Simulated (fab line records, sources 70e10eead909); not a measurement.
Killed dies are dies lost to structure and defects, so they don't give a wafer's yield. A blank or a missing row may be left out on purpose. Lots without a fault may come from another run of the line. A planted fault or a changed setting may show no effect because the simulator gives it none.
Chamber matching | flow nand_harc | NHARC_A_STAIRCASE_CMP_450 on cmp-02: 4 sister chambers
The step polishes SiO2, target thk 200 nm. 4 wafers are shown with their chamber, then 9 later ones without.

WAFERS WITH THEIR CHAMBER
wafer  | chamber | motor_current_A (A)
L082.5 | 0       | 12.9
L084.1 | 1       | 13.0
L084.4 | 2       | 11.8
L084.5 | 3       | 9.7

WAFERS WITHOUT THEIR CHAMBER
wafer  | motor_current_A (A)
L088.2 | 11.8
L088.4 | 10.7
L088.5 | 11.8
L092.3 | 10.3
L092.4 | 13.2
L092.6 | 12.8
L094.2 | 12.3
L094.3 | 12.6
L094.4 | 10.0

WHICH CHAMBER EACH WENT THROUGH
wafer  | from the rows above          | in truth
L088.2 | 2                            | 2
L088.4 | can't be placed: 3 or 2      | 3
L088.5 | 2                            | 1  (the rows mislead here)
L092.3 | can't be placed: 3 or 2      | 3
L092.4 | can't be placed: 1 or 0      | 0
L092.6 | can't be placed: 0 or 1 or 2 | 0
L094.2 | can't be placed: 2 or 0 or 1 | 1
L094.3 | can't be placed: 0 or 1 or 2 | 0
L094.4 | 3                            | 3
Placed correctly: 2 of 9. Can't be placed from these rows: 6 (the true chamber is among the candidates in 6). Placed wrongly: 1.
How it was worked out, from the rows above alone: a wafer's distance from a chamber is the root of the sum, over the readings, of the square of ((its reading less the chamber's mean) divided by the reading's scatter). The wafer belongs to the nearest chamber; if the next one is less than 2 further off, it can't be placed. A chamber's mean is the mean of its shown wafers. The scatter: with one shown wafer a chamber, the root of the mean of the squares of how far each hidden wafer lies from its nearest shown one.
